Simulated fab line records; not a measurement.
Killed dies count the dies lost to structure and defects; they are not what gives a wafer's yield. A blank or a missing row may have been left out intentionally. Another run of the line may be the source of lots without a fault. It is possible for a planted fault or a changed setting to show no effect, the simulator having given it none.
Matching of chambers :: flow n5Finfet :: 4 sister chambers for N5_DUMMY_GATE_ETCH_23 on rieSi-02
The step etches poly-Si in HBr/Cl2/O2, target depth 41 nm, time 22.3 s. 18 wafers are shown with their chamber, then 9 later ones without.

WAFERS, EACH WITH ITS CHAMBER
wafer: L074.3
chamber: 0
throttleValvePct (%): 36.91
drypumpMotorCurrentA (A): 5.81
oesProductAu (a.u.): 0.975

wafer: L074.4
chamber: 1
throttleValvePct (%): 37.77
drypumpMotorCurrentA (A): 5.88
oesProductAu (a.u.): 1.012

wafer: L074.6
chamber: 3
throttleValvePct (%): 37.75
drypumpMotorCurrentA (A): 6.24
oesProductAu (a.u.): 0.989

wafer: L078.1
chamber: 0
throttleValvePct (%): 36.91
drypumpMotorCurrentA (A): 5.82
oesProductAu (a.u.): 0.971

wafer: L078.4
chamber: 3
throttleValvePct (%): 37.75
drypumpMotorCurrentA (A): 6.24
oesProductAu (a.u.): 0.980

wafer: L078.6
chamber: 3
throttleValvePct (%): 37.74
drypumpMotorCurrentA (A): 6.25
oesProductAu (a.u.): 0.980

wafer: L082.4
chamber: 1
throttleValvePct (%): 37.74
drypumpMotorCurrentA (A): 5.84
oesProductAu (a.u.): 1.018

wafer: L082.5
chamber: 2
throttleValvePct (%): 37.73
drypumpMotorCurrentA (A): 5.87
oesProductAu (a.u.): 0.980

wafer: L082.6
chamber: 3
throttleValvePct (%): 37.74
drypumpMotorCurrentA (A): 6.24
oesProductAu (a.u.): 0.978

wafer: L083.2
chamber: 2
throttleValvePct (%): 37.72
drypumpMotorCurrentA (A): 5.87
oesProductAu (a.u.): 0.986

wafer: L083.5
chamber: 0
throttleValvePct (%): 36.90
drypumpMotorCurrentA (A): 5.83
oesProductAu (a.u.): 0.973

wafer: L083.6
chamber: 1
throttleValvePct (%): 37.76
drypumpMotorCurrentA (A): 5.86
oesProductAu (a.u.): 1.001

wafer: L087.3
chamber: 1
throttleValvePct (%): 37.77
drypumpMotorCurrentA (A): 5.86
oesProductAu (a.u.): 1.003

wafer: L087.4
chamber: 0
throttleValvePct (%): 36.91
drypumpMotorCurrentA (A): 5.82
oesProductAu (a.u.): 0.966

wafer: L087.6
chamber: 1
throttleValvePct (%): 37.75
drypumpMotorCurrentA (A): 5.86
oesProductAu (a.u.): 1.003

wafer: L089.1
chamber: 3
throttleValvePct (%): 37.75
drypumpMotorCurrentA (A): 6.22
oesProductAu (a.u.): 0.980

wafer: L089.4
chamber: 1
throttleValvePct (%): 37.75
drypumpMotorCurrentA (A): 5.85
oesProductAu (a.u.): 1.005

wafer: L089.6
chamber: 3
throttleValvePct (%): 37.77
drypumpMotorCurrentA (A): 6.27
oesProductAu (a.u.): 0.986

SIGNATURES, as means of the wafers listed above
reading: throttleValvePct
chamber 0: 36.9075
chamber 1: 37.7567
chamber 2: 37.7250
chamber 3: 37.7500
scatter within a chamber: 0.0102

reading: drypumpMotorCurrentA
chamber 0: 5.8200
chamber 1: 5.8583
chamber 2: 5.8700
chamber 3: 6.2433
scatter within a chamber: 0.0131

reading: oesProductAu
chamber 0: 0.97125
chamber 1: 1.00700
chamber 2: 0.98300
chamber 3: 0.98217
scatter within a chamber: 0.00517
Rule: a wafer's distance from a chamber is the root of the sum, over the readings, of the square of ((its reading less the chamber's mean) divided by the reading's scatter). The wafer belongs to the nearest chamber; if the next one is less than 2 further off, it can't be placed. The scatter: take each reading less its chamber's mean, square it, sum over the shown wafers, divide by the number of wafers less the number of chambers, and take the root.

WAFERS WHOSE CHAMBER IS MISSING
wafer: L091.1
throttleValvePct (%): 37.74
drypumpMotorCurrentA (A): 6.26
oesProductAu (a.u.): 0.984

wafer: L091.2
throttleValvePct (%): 36.91
drypumpMotorCurrentA (A): 5.82
oesProductAu (a.u.): 0.970

wafer: L091.3
throttleValvePct (%): 37.72
drypumpMotorCurrentA (A): 5.88
oesProductAu (a.u.): 0.978

wafer: L094.2
throttleValvePct (%): 37.72
drypumpMotorCurrentA (A): 5.87
oesProductAu (a.u.): 0.987

wafer: L094.5
throttleValvePct (%): 36.91
drypumpMotorCurrentA (A): 5.82
oesProductAu (a.u.): 0.969

wafer: L094.6
throttleValvePct (%): 37.77
drypumpMotorCurrentA (A): 5.87
oesProductAu (a.u.): 1.008

wafer: L096.1
throttleValvePct (%): 37.78
drypumpMotorCurrentA (A): 5.82
oesProductAu (a.u.): 1.004

wafer: L096.2
throttleValvePct (%): 36.90
drypumpMotorCurrentA (A): 5.82
oesProductAu (a.u.): 0.966

wafer: L096.3
throttleValvePct (%): 37.75
drypumpMotorCurrentA (A): 6.25
oesProductAu (a.u.): 0.989

WHICH CHAMBER EACH ONE RAN IN
wafer: L091.1
from the rows above: 3
in truth: 3

wafer: L091.2
from the rows above: 0
in truth: 0

wafer: L091.3
from the rows above: 2
in truth: 2

wafer: L094.2
from the rows above: 2
in truth: 2

wafer: L094.5
from the rows above: 0
in truth: 0

wafer: L094.6
from the rows above: 1
in truth: 1

wafer: L096.1
from the rows above: 1
in truth: 1

wafer: L096.2
from the rows above: 0
in truth: 0

wafer: L096.3
from the rows above: 3
in truth: 3
9 of 9 placed correctly. Can't be placed from these rows: 0. 0 placed wrongly.
